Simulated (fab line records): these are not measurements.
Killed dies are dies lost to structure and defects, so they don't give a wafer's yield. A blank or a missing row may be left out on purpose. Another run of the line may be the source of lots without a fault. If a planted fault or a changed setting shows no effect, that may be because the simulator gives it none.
fab line records	flow n5_finfet	part 1 of 2: steps 1 to 25 of 35
[record] lots = 5	wafers = 15	last_day = 17
route steps=1938 shown BEOL_M5@1189 BEOL_M6@1194
lots that met no fault: taken from a fault-free run of the same line
start_h: hours from the record's first day to the start of the lot's first wafer shown	wait_h: hours since the lot's step before	" identical to the entry in the row above	L1.1+2: several wafers, shown together as one row	- either no value or no given start	* or withheld: withheld	< > ~ a bound
route shown NAME@n: names a module that has steps shown in the file, with the first one's number in the route	usual: average and standard deviation across the fault-free wafers	same: alike in all rows	chamber/n: place in a boat	sites: per-site readings	_std_site: their standard deviation	_edge_site: inner sites' mean taken away from outer sites' mean	radius_mm: for every site, how far away it sits from the centre of the wafer	mask NAME#n: copy n	behind: the most recent tool/chamber to have shaped the wafer	hold: the reason the lot was held/the length of the hold in hours/how it ended	device: the n, p or np transistor that did not switch	end of line: the tests these same wafers got at the end of their route	a step without rows: its recipe alone	killed: count of dies lost to structure and defects at first sort (not the wafer's yield)	map: per-die view of a wafer (x killed, . not killed, _ where there is no die)
set.NAME: the setting as run; set.NAME@STEP: as run at that earlier step	model.NAME: the simulator's own value behind a step, which no gauge read
certain route steps with their lots: each step a table, each wafer a row
services: the hour from which a tool's chamber was out of use, counted from the record's first day as start_h (under 0 if before that day), plus the number of hours and why
[[steps]]
[step N5_BEOL_M5_CO_CAP_78]
[recipe] material = Co	target_thk_a = 20	temp_c = 200	precursor = CCTBA/H2	pressure_torr = 30	time_s = 102.1
[usual] heater_power_w = 247/21
lot.wafer	tool	chamber	start_h	wait_h	heater_power_w
L074.1	cvd_co-01	1	176.89	0.0	223
L074.5	"	0	"	"	260
L074.6	"	2	"	"	244
L080.1	cvd_co-01	2	216.63	0.0	243
L080.2	"	1	"	"	228
L080.6	"	2	"	"	233
L093.2	cvd_co-01	1	289.18	0.0	227
L093.3	"	0	"	"	263
L093.4	"	0	"	"	262
L096.2	cvd_co-02	1	318.59	0.0	288
L096.4	"	0	"	"	219
L096.5	"	1	"	"	277
L097.1	cvd_co-01	2	327.18	0.0	241
L097.2	"	0	"	"	262
L097.5	"	0	"	"	267
[step N5_BEOL_M5_PRE_CLEAN_55]
[recipe] gas = NH3	time_s = 15	temp_c = withheld	rf_power_w = 300
lot.wafer	tool	chamber	start_h	wait_h
L074.1+5+6	pecvd-01	1,2,0	176.98	0.1
L080.1+2+6	pecvd-01	0,1,2	216.72	0.1
L093.2+3+4	pecvd-01	0,2,2	289.27	0.1
L096.2+4+5	pecvd-01	1,1,0	318.68	0.1
L097.1+2+5	pecvd-03	0,1,1	327.27	0.1
[step N5_BEOL_M5_DEP_56]
[recipe] material = SiCN	target_thk_a = 80	temp_c = withheld	precursor = 3MS/NH3	pressure_torr = 3	rf_w = 202	time_s = 14
[usual] showerhead_plenum_p_Torr = 3.668/0.014	showerhead_vpp_V = 894/31	throttle_valve_pct = 9.1/0.53
lot.wafer	tool	chamber	start_h	wait_h	showerhead_plenum_p_Torr	showerhead_vpp_V	throttle_valve_pct
L074.1	pecvd-01	1	177.01	0.0	3.670	891	9.0
L074.5	"	2	"	"	3.668	831	8.4
L074.6	"	0	"	"	3.676	941	9.4
L080.1	pecvd-01	0	216.75	0.0	3.684	926	9.7
L080.2	"	1	"	"	3.668	874	8.9
L080.6	"	2	"	"	3.661	854	8.7
L093.2	pecvd-01	0	289.30	0.0	3.678	944	9.4
L093.3	"	2	"	"	3.663	840	8.7
L093.4	"	2	"	"	3.665	842	8.7
L096.2	pecvd-01	1	318.72	0.0	3.668	877	8.9
L096.4	"	1	"	"	3.659	875	8.8
L096.5	"	0	"	"	3.675	933	9.5
L097.1	pecvd-03	0	327.30	0.0	3.684	908	8.7
L097.2	"	1	"	"	3.682	936	8.8
L097.5	"	1	"	"	3.680	930	8.9
[step N5_BEOL_M5_RS_MEAS_57]
[recipe] thk_meas_gauge = four-point-probe	reads = Co_of_BEOL_M5_CO_CAP_78+Cu_of_BEOL_M5_ECD_50+Co_of_BEOL_M5_CVD_47+TaN_of_BEOL_M5_ALD_86
[usual] M5_RS = 0.386/0.0097
lot.wafer	tool	chamber	start_h	wait_h	M5_RS[ohm/sq]
L074.1	film_metro-01	-	177.07	0.0	0.396
L074.5	"	-	"	"	0.401
L074.6	"	-	"	"	0.392
L080.1	film_metro-01	-	216.81	0.0	0.388
L080.2	"	-	"	"	0.385
L080.6	"	-	"	"	0.375
L093.2	film_metro-01	-	289.37	0.1	0.383
L093.3	"	-	"	"	0.395
L093.4	"	-	"	"	0.377
L096.2	film_metro-02	-	318.80	0.1	0.386
L096.4	"	-	"	"	0.373
L096.5	"	-	"	"	0.371
L097.1	film_metro-01	-	327.37	0.0	0.388
L097.2	"	-	"	"	0.395
L097.5	"	-	"	"	0.380
[step N5_BEOL_M5_INSPECT_58]
[recipe] inspect_instrument = darkfield	mode = post_dep
[usual] raw_defect_count = 75/28
lot.wafer	tool	chamber	start_h	wait_h	raw_defect_count
L074.1	defect_inspect-01	-	177.10	0.0	72
L074.5	"	-	"	"	100
L074.6	"	-	"	"	92
L080.1	defect_inspect-02	-	216.84	0.0	79
L080.2	"	-	"	"	152
L080.6	"	-	"	"	117
L093.2	defect_inspect-02	-	289.39	0.0	98
L093.3	"	-	"	"	123
L093.4	"	-	"	"	124
L096.2	defect_inspect-01	-	318.83	0.0	83
L096.4	"	-	"	"	82
L096.5	"	-	"	"	58
L097.1	defect_inspect-02	-	327.39	0.0	115
L097.2	"	-	"	"	90
L097.5	"	-	"	"	75
[step N5_BEOL_M6_ILD_DEP_00]
[recipe] material = SiCOH_lowk	target_thk_a = 1797.5	temp_c = 300	precursor = DEMS/porogen	pressure_torr = 5	rf_w = 500	time_s = 33.4
[usual] heater_power_w = 309/41	showerhead_plenum_p_Torr = 5.750/0.011	showerhead_vpp_V = 1421/79	throttle_valve_pct = 13.5/0.6
lot.wafer	tool	chamber	start_h	wait_h	heater_power_w	showerhead_plenum_p_Torr	showerhead_vpp_V	throttle_valve_pct
L074.1	pecvd-04	2	177.15	0.0	274	5.751	1335	14.2
L074.5	"	0	"	"	352	5.756	1409	13.7
L074.6	"	1	"	"	373	5.744	1523	12.6
L080.1	pecvd-01	1	216.88	0.0	270	5.743	1398	13.7
L080.2	"	2	"	"	284	5.739	1317	13.1
L080.6	"	2	"	"	290	5.722	1289	13.2
L093.2	pecvd-03	1	289.43	0.0	312	5.752	1471	13.5
L093.3	"	0	"	"	336	5.773	1385	12.9
L093.4	"	0	"	"	341	5.752	1368	13.3
L096.2	pecvd-01	1	318.86	0.0	272	5.740	1382	13.7
L096.4	"	1	"	"	283	5.753	1391	13.5
L096.5	"	0	"	"	333	5.748	1489	14.6
L097.1	pecvd-04	2	327.43	0.0	237	5.741	1325	13.1
L097.2	"	0	"	"	348	5.775	1437	13.8
L097.5	"	0	"	"	352	5.765	1459	13.8
[step N5_BEOL_M6_CURE_74]
[recipe] temp_c = 385	time_s = 240	ambient = He/Ar	material = SiCOH_lowk
[usual] lamp_power_pct = 52.31/0.051	wafer_temp_C_max = 386.6/0.47
lot.wafer	tool	chamber	start_h	wait_h	lamp_power_pct	wafer_temp_C_max
L074.1	uv_cure-03	1	177.21	0.0	52.31	387.0
L074.5	"	1	"	"	52.34	386.7
L074.6	"	1	"	"	52.37	386.7
L080.1	uv_cure-02	1	216.94	0.0	52.36	386.9
L080.2	"	1	"	"	52.32	386.9
L080.6	"	1	"	"	52.33	386.1
L093.2	uv_cure-02	1	289.57	0.1	52.38	386.3
L093.3	"	1	"	"	52.35	386.3
L093.4	"	1	"	"	52.36	386.0
L096.2	uv_cure-02	1	319.03	0.1	52.29	385.9
L096.4	"	1	"	"	52.32	386.1
L096.5	"	1	"	"	52.22	385.9
L097.1	uv_cure-02	1	327.49	0.0	52.28	386.4
L097.2	"	1	"	"	52.38	386.0
L097.5	"	1	"	"	52.27	386.6
[step N5_BEOL_M6_THK_MEAS_01]
[recipe] reads = SiCOH_lowk_of_BEOL_M6_ILD_DEP_00
[usual] M6_ILD_THK = 155.4/2.3
lot.wafer	tool	chamber	start_h	wait_h	M6_ILD_THK[nm]
L074.1	film_metro-02	-	178.20	0.8	153.1
L074.5	"	-	"	"	155.3
L074.6	"	-	"	"	156.0
L080.1	film_metro-02	-	217.45	0.4	155.3
L080.2	"	-	"	"	154.1
L080.6	"	-	"	"	156.8
L093.2	film_metro-01	-	290.01	0.4	154.7
L093.3	"	-	"	"	154.9
L093.4	"	-	"	"	155.6
L096.2	film_metro-02	-	319.46	0.4	153.8
L096.4	"	-	"	"	156.4
L096.5	"	-	"	"	156.8
L097.1	film_metro-01	-	328.01	0.4	150.4
L097.2	"	-	"	"	155.0
L097.5	"	-	"	"	154.4
[step N5_BEOL_M6_PECVD_70]
[recipe] material = SiO2	target_thk_a = 200	temp_c = 400	precursor = TEOS/O2	pressure_torr = 5.5	rf_w = 450	teos_flow_sccm = 53.8	gas = O2	flow_sccm = 3000	time_s = 22.7
[usual] heater_power_w = 716/69	showerhead_plenum_p_Torr = 8.83/0.032	showerhead_vpp_V = 1348/66	throttle_valve_pct = 21.8/0.85
lot.wafer	tool	chamber	start_h	wait_h	heater_power_w	showerhead_plenum_p_Torr	showerhead_vpp_V	throttle_valve_pct
L074.1	pecvd-03	2	178.24	0.0	807	8.83	1407	21.3
L074.5	"	2	"	"	821	8.84	1352	21.3
L074.6	"	0	"	"	658	8.88	1311	21.5
L080.1	pecvd-01	1	217.49	0.0	607	8.80	1352	21.8
L080.2	"	0	"	"	666	8.83	1377	23.8
L080.6	"	1	"	"	613	8.80	1337	21.8
L093.2	pecvd-03	2	290.04	0.0	831	8.85	1396	21.5
L093.3	"	1	"	"	663	8.86	1392	21.8
L093.4	"	1	"	"	661	8.83	1413	22.2
L096.2	pecvd-03	2	319.50	0.0	875	8.86	1397	21.5
L096.4	"	2	"	"	874	8.86	1380	21.6
L096.5	"	1	"	"	693	8.86	1403	21.8
L097.1	pecvd-01	0	328.04	0.0	741	8.82	1386	23.6
L097.2	"	2	"	"	695	8.77	1245	21.9
L097.5	"	2	"	"	702	8.81	1278	21.8
[step N5_BEOL_M6_HM_DEP_02]
[recipe] material = TiN	target_thk_a = 200	temp_c = 25	chamber_pressure_pa = 0.49996
[usual] throttle_valve_pct = 30.2/0.95
lot.wafer	tool	chamber	start_h	wait_h	throttle_valve_pct
L074.1	pvd_sputter-02	-	179.23	1.0	30.5
L074.5	"	-	"	"	29.3
L074.6	"	-	"	"	30.1
L080.1	pvd_sputter-03	-	218.09	0.6	30.1
L080.2	"	-	"	"	30.7
L080.6	"	-	"	"	30.8
L093.2	pvd_sputter-01	-	292.48	2.4	28.8
L093.3	"	-	"	"	31.6
L093.4	"	-	"	"	31.2
L096.2	pvd_sputter-03	-	320.60	1.1	30.8
L096.4	"	-	"	"	31.2
L096.5	"	-	"	"	31.0
L097.1	pvd_sputter-01	-	330.09	2.0	30.9
L097.2	"	-	"	"	28.8
L097.5	"	-	"	"	29.1
[step N5_BEOL_M6_COAT_59]
[recipe] resist = SOC	temp_c = 250	time_s = 60	spin_rpm = 1500	resist_thk_nm = 100
lot.wafer	tool	chamber	start_h	wait_h
L074.1+5+6	litho_track-02	0	179.35	0.1
L080.1+2+6	litho_track-01	0	218.22	0.1
L093.2+3+4	litho_track-05	0	292.61	0.1
L096.2+4+5	litho_track-02	0	320.73	0.1
L097.1+2+5	litho_track-02	0	330.22	0.1
[step N5_BEOL_M6_COAT_60]
[recipe] resist = SiARC	temp_c = 220	time_s = 60	spin_rpm = 1500	resist_thk_nm = 35
lot.wafer	tool	chamber	start_h	wait_h
L074.1+5+6	litho_track-02	0	-	-
L080.1+2+6	litho_track-01	0	-	-
L093.2+3+4	litho_track-05	0	-	-
L096.2+4+5	litho_track-02	0	-	-
L097.1+2+5	litho_track-02	0	-	-
[step N5_BEOL_M6_COAT_05]
[recipe] resist = CAR-ArF	spin_rpm = 1500	resist_thk_nm = 90
lot.wafer	tool	chamber	start_h	wait_h
L074.1+5+6	litho_track-02	0	-	-
L080.1+2+6	litho_track-01	0	-	-
L093.2+3+4	litho_track-05	0	-	-
L096.2+4+5	litho_track-02	0	-	-
L097.1+2+5	litho_track-02	0	-	-
[step N5_BEOL_M6_EBR_07]
[recipe] solvent = PGMEA	ebr_width_mm = 1.5
lot.wafer	tool	chamber	start_h	wait_h
L074.1+5+6	litho_track-02	0	-	-
L080.1+2+6	litho_track-01	0	-	-
L093.2+3+4	litho_track-05	0	-	-
L096.2+4+5	litho_track-02	0	-	-
L097.1+2+5	litho_track-02	0	-	-
[step N5_BEOL_M6_SOFTBAKE_06]
[recipe] temp_c = 110	time_s = 60	resist = CAR-ArF
lot.wafer	tool	chamber	start_h	wait_h
L074.1+5+6	litho_track-02	0	-	-
L080.1+2+6	litho_track-01	0	-	-
L093.2+3+4	litho_track-05	0	-	-
L096.2+4+5	litho_track-02	0	-	-
L097.1+2+5	litho_track-02	0	-	-
[step N5_BEOL_M6_EXPOSE_08]
[recipe] mask_id = M6	na = 1.35	source_shape = dipole	sigma_inner = 0.817	sigma_outer = 0.97	polarization = te	dose_mj = 68.25
[same] dipole_opening_deg = 35
lot.wafer	tool	chamber	start_h	wait_h	mask
L074.1+5+6	arfi_scanner-02	0	179.75	-	M6#0
L080.1+2+6	arfi_scanner-03	0	218.49	-	M6#0
L093.2+3+4	arfi_scanner-02	0	292.86	-	M6#0
L096.2+4+5	arfi_scanner-01	0	320.98	-	M6#0
L097.1+2+5	arfi_scanner-03	0	330.46	-	M6#0
[step N5_BEOL_M6_PEB_09]
[recipe] peb_temp_c = withheld	peb_time_s = 60	resist = CAR-ArF
[same] peb_time_s = 60
lot.wafer	tool	chamber	start_h	wait_h
L074.1+5+6	litho_track-02	0	179.81	0.1
L080.1+2+6	litho_track-01	0	218.55	0.1
L093.2+3+4	litho_track-02	0	292.92	0.0
L096.2+4+5	litho_track-02	0	321.03	0.0
L097.1+2+5	litho_track-05	0	330.53	0.1
[step N5_BEOL_M6_DEVELOP_10]
[recipe] develop_time_s = 30	developer = TMAH	resist = CAR-ArF	rinse_liquid = diw	dry = air_spin	dev_temp_c = 23
lot.wafer	tool	chamber	start_h	wait_h
L074.1+5+6	litho_track-02	0	-	-
L080.1+2+6	litho_track-01	0	-	-
L093.2+3+4	litho_track-02	0	-	-
L096.2+4+5	litho_track-02	0	-	-
L097.1+2+5	litho_track-05	0	-	-
[step N5_BEOL_M6_CD_MEAS_11]
[recipe] target_cd_nm = 38.5	landing_energy_ev = 500	detector = se_inlens	polarity = opening
[usual] cd_nm = 38.5/0.41
[same] landing_energy_ev = 500
lot.wafer	tool	chamber	start_h	wait_h	cd_nm
L074.1	cd_sem-03	0	179.88	-	38.5
L074.5	"	0	"	"	38.5
L074.6	"	0	"	"	38.8
L080.1	cd_sem-01	0	218.62	-	38.8
L080.2	"	0	"	"	38.5
L080.6	"	0	"	"	38.9
L093.2	cd_sem-02	0	292.98	-	38.5
L093.3	"	0	"	"	38.8
L093.4	"	0	"	"	38.8
L096.2	cd_sem-03	0	321.10	-	38.3
L096.4	"	0	"	"	38.6
L096.5	"	0	"	"	38.6
L097.1	cd_sem-01	0	330.59	-	38.6
L097.2	"	0	"	"	38.3
L097.5	"	0	"	"	38.6
[step N5_BEOL_M6_OVL_MEAS_12]
[recipe] points_per_wafer = 44
[usual] M6_OVL = 0.3/0.62
lot.wafer	tool	chamber	start_h	wait_h	M6_OVL[nm]
L074.1	overlay-01	0	179.91	0.0	0.6
L074.5	"	0	"	"	1.2
L074.6	"	0	"	"	1.1
L080.1	overlay-02	0	218.65	0.0	1.0
L080.2	"	0	"	"	0.8
L080.6	"	0	"	"	0.0
L093.2	overlay-01	0	293.01	0.0	0.6
L093.3	"	0	"	"	-0.3
L093.4	"	0	"	"	-0.4
L096.2	overlay-01	0	321.13	0.0	0.3
L096.4	"	0	"	"	-0.4
L096.5	"	0	"	"	-0.2
L097.1	overlay-02	0	330.62	0.0	-0.1
L097.2	"	0	"	"	-0.2
L097.5	"	0	"	"	0.7
[step N5_BEOL_M6_INSPECT_13]
[recipe] mode = adi	inspect_instrument = brightfield
[usual] raw_defect_count = 438/100
lot.wafer	tool	chamber	start_h	wait_h	raw_defect_count
L074.1	defect_inspect-02	-	179.93	0.0	516
L074.5	"	-	"	"	355
L074.6	"	-	"	"	448
L080.1	defect_inspect-02	-	218.67	0.0	345
L080.2	"	-	"	"	700
L080.6	"	-	"	"	491
L093.2	defect_inspect-02	-	293.04	0.0	482
L093.3	"	-	"	"	420
L093.4	"	-	"	"	483
L096.2	defect_inspect-02	-	321.15	0.0	490
L096.4	"	-	"	"	394
L096.5	"	-	"	"	361
L097.1	defect_inspect-01	-	330.65	0.0	446
L097.2	"	-	"	"	471
L097.5	"	-	"	"	340
[step N5_BEOL_M6_DESCUM_16]
[recipe] chemistry = O2	time_s = 7.9	source_power_w = 50	bias_power_w = 20	pressure_mtorr = 20	rf_frequency_hz = 2.712e+07	temp_c = 40	resist = CAR-ArF	o2_flow_sccm = 225
[usual] drypump_motor_current_A = 5.8/0.38	oes_product_au = 0.82/0.077	rf_vpp_V = 243.8/1.2	showerhead_plenum_p_Torr = 2.14/0.058	throttle_valve_pct = 20.23/0.26
lot.wafer	tool	chamber	start_h	wait_h	drypump_motor_current_A	oes_product_au	rf_hours_counter_h	rf_vpp_V	showerhead_plenum_p_Torr	throttle_valve_pct
L074.1	rie_diel-04	0	179.96	0.0	5.4	0.87	51	243.5	2.13	20.34
L074.5	"	2	"	"	5.9	0.81	-	242.5	2.11	20.61
L074.6	"	1	"	"	6.0	0.86	-	242.2	2.12	19.96
L080.1	rie_diel-04	1	219.08	0.4	6.0	0.84	73	245.2	2.12	19.99
L080.2	"	0	"	"	5.4	0.86	61	243.7	2.13	20.34
L080.6	"	1	"	"	6.0	0.83	-	242.7	2.12	19.99
L093.2	rie_diel-04	1	293.07	0.0	6.0	0.79	100	243.5	2.11	20.04
L093.3	"	3	"	"	5.6	0.87	48	245.3	2.13	20.10
L093.4	"	2	"	"	5.9	0.77	132	243.6	2.10	20.67
L096.2	rie_diel-04	0	321.19	0.0	5.4	0.81	99	243.4	2.11	20.42
L096.4	"	2	"	"	5.9	0.77	142	244.0	2.10	20.70
L096.5	"	3	"	"	5.6	0.85	-	244.3	2.12	20.11
L097.1	rie_diel-04	3	330.68	0.0	5.6	0.85	62	244.4	2.12	20.10
L097.2	"	2	"	"	5.9	0.76	145	244.4	2.10	20.70
L097.5	"	2	"	"	5.8	0.75	-	244.5	2.10	20.70
[step N5_BEOL_M6_ETCH_61]
[recipe] chemistry = CF4	target = SiARC	target_depth_a = 455	mask_material = CAR-ArF	time_s = 75.8	ion_energy_ev = 80	pressure_mtorr = 40	source_w = 545	bias_w = 36	Ar_flow_sccm = 100	cf4_flow_sccm = 100	ends = cleared
[usual] drypump_motor_current_A = 5.8/0.38	etch_rf_on_time_s = 75.7/0.89	oes_product_au = 0.70/0.065	rf_vpp_V = 184.6/1	showerhead_plenum_p_Torr = 2.18/0.057	throttle_valve_pct = 15.42/0.24
lot.wafer	tool	chamber	start_h	wait_h	drypump_motor_current_A	etch_rf_on_time_s	oes_product_au	rf_hours_counter_h	rf_vpp_V	showerhead_plenum_p_Torr	throttle_valve_pct
L074.1	rie_diel-04	0	180.00	0.0	5.4	76.3	0.74	51	182.4	2.18	15.48
L074.5	"	2	"	"	5.9	74.2	0.69	-	184.5	2.16	15.74
L074.6	"	1	"	"	6.0	74.2	0.73	-	184.4	2.18	15.23
L080.1	rie_diel-04	1	219.11	0.0	6.0	74.5	0.72	73	184.7	2.17	15.24
L080.2	"	0	"	"	5.4	75.4	0.73	61	183.7	2.17	15.51
L080.6	"	1	"	"	6.0	74.5	0.72	-	183.2	2.17	15.25
L093.2	rie_diel-04	1	293.10	0.0	6.0	76.1	0.69	100	182.4	2.16	15.30
L093.3	"	3	"	"	5.6	75.5	0.73	48	184.8	2.17	15.26
L093.4	"	2	"	"	5.9	76.2	0.66	132	184.9	2.15	15.82
L096.2	rie_diel-04	0	321.22	0.0	5.4	76.7	0.69	99	185.4	2.16	15.61
L096.4	"	2	"	"	5.9	75.7	0.65	142	184.7	2.14	15.84
L096.5	"	3	"	"	5.6	74.8	0.72	-	185.0	2.17	15.30
L097.1	rie_diel-04	3	330.72	0.0	5.6	74.5	0.73	62	184.9	2.17	15.32
L097.2	"	2	"	"	5.9	75.1	0.65	145	185.2	2.14	15.83
L097.5	"	2	"	"	5.9	75.0	0.65	-	183.7	2.14	15.83
[step N5_BEOL_M6_ETCH_62]
[recipe] chemistry = N2/H2	target = SOC	target_depth_a = 1100	overetch_a = 220	mask_material = SiARC	temp_c = 40	time_s = 165	ion_energy_ev = 200	pressure_mtorr = 30	source_w = 840	bias_w = 150	n2_flow_sccm = 200	h2_flow_sccm = 200
[usual] drypump_motor_current_A = 5.8/0.38	n2_flow_sccm = 200.0/0.61	oes_product_au = 0.69/0.062	rf_vpp_V = 525.3/2.2	showerhead_plenum_p_Torr = 2.60/0.073	throttle_valve_pct = 17.61/0.27
lot.wafer	tool	chamber	start_h	wait_h	drypump_motor_current_A	n2_flow_sccm	oes_product_au	rf_hours_counter_h	rf_vpp_V	showerhead_plenum_p_Torr	throttle_valve_pct
L074.1	rie_diel-04	0	180.06	0.0	5.4	199.2	0.73	51	525.1	2.58	17.61
L074.5	"	2	"	"	5.9	200.8	0.68	-	523.5	2.57	18.02
L074.6	"	1	"	"	6.0	199.7	0.72	-	524.3	2.59	17.37
L080.1	rie_diel-04	1	219.17	0.0	6.0	199.9	0.71	73	523.9	2.58	17.40
L080.2	"	0	"	"	5.4	200.3	0.72	61	527.4	2.57	17.62
L080.6	"	1	"	"	6.0	200.0	0.71	-	525.3	2.58	17.38
L093.2	rie_diel-04	1	293.16	0.0	6.0	200.3	0.68	100	523.3	2.57	17.44
L093.3	"	3	"	"	5.6	199.4	0.73	48	525.5	2.58	17.47
L093.4	"	2	"	"	5.9	200.0	0.66	132	525.7	2.55	18.10
L096.2	rie_diel-04	0	321.28	0.0	5.4	199.8	0.68	99	523.4	2.56	17.68
L096.4	"	2	"	"	5.9	200.0	0.65	142	525.2	2.55	18.10
L096.5	"	3	"	"	5.6	199.4	0.72	-	524.1	2.58	17.50
L097.1	rie_diel-04	3	330.77	0.0	5.6	200.0	0.71	62	525.3	2.58	17.49
L097.2	"	2	"	"	5.9	199.4	0.64	145	523.2	2.55	18.09
L097.5	"	2	"	"	5.9	199.5	0.65	-	523.3	2.55	18.12
[step N5_BEOL_M6_STRIP_68]
[recipe] chemistry = N2/H2	temp_c = 40	n2_flow_sccm = 200	h2_flow_sccm = 200	rf_frequency_hz = 6e+07
lot.wafer	tool	chamber	start_h	wait_h
L074.1+5+6	rie_diel-04	0,2,1	180.19	0.1
L080.1+2+6	rie_diel-04	1,0,1	219.30	0.1
L093.2+3+4	rie_diel-04	1,3,2	293.30	0.1
L096.2+4+5	rie_diel-04	0,2,3	321.41	0.1
L097.1+2+5	rie_diel-04	3,2,2	330.91	0.1
